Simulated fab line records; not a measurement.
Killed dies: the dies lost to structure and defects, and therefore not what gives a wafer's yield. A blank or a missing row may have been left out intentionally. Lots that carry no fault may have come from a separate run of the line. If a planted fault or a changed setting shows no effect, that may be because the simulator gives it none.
Chamber matching -- flow n5_finfet -- N5_GATE_CUT_ETCH_19 on rie_diel-04 has 3 sister chambers
The step etches SiNx in CH3F/O2, target depth 53.7 nm, time 76.7 s. 14 wafers are shown with their chamber, then 7 later ones without.

== WAFERS WITH THEIR CHAMBER ==
wafer,chamber,showerhead_plenum_p_Torr (Torr),throttle_valve_pct (%),oes_f_703_au (a.u.)
L075.2,3,2.05,16.03,0.92
L075.4,0,1.89,16.64,0.70
L075.6,3,2.05,16.02,0.91
L079.3,0,1.89,16.67,0.69
L079.4,3,2.05,16.03,0.91
L079.6,1,1.99,16.60,0.71
L080.1,0,1.89,16.67,0.70
L080.3,3,2.05,16.04,0.90
L080.6,3,2.05,16.03,0.90
L084.1,3,2.05,16.05,0.89
L084.2,0,1.89,16.69,0.69
L084.6,1,1.99,16.63,0.70
L087.1,3,2.04,16.08,0.88
L087.3,1,1.98,16.64,0.70

SIGNATURES (averages over the wafers above)
reading,chamber 0,chamber 1,chamber 3,scatter within a chamber
showerhead_plenum_p_Torr,1.8900,1.9867,2.0486,0.00372
throttle_valve_pct,16.6675,16.6233,16.0400,0.0203
oes_f_703_au,0.6950,0.7033,0.9014,0.0107
Rule: a wafer's distance from a chamber is the root of the sum, over the readings, of the square of ((its reading less the chamber's mean) divided by the reading's scatter). If the next closest chamber is less than 2 further off than the closest, the wafer can't be placed; otherwise it belongs to the closest. How the scatter is found: for the shown wafers, subtract from each reading the mean of its chamber, square and add these, divide the total by (wafers less chambers), then take the root.

== WAFERS WITH NO CHAMBER GIVEN ==
wafer,showerhead_plenum_p_Torr (Torr),throttle_valve_pct (%),oes_f_703_au (a.u.)
L087.6,2.05,16.05,0.88
L090.1,1.98,16.63,0.69
L090.4,1.98,16.65,0.70
L090.5,1.88,16.71,0.68
L092.3,2.04,16.09,0.86
L092.4,2.04,16.09,0.87
L092.6,1.88,16.71,0.68

== WHICH CHAMBER EACH ONE RAN IN ==
wafer,from the rows above,in truth
L087.6,3,3
L090.1,1,1
L090.4,1,1
L090.5,0,0
L092.3,3,3
L092.4,3,3
L092.6,0,0
Correct placement for 7 of the 7. Number that these rows cannot place: 0. Placed wrongly: 0.
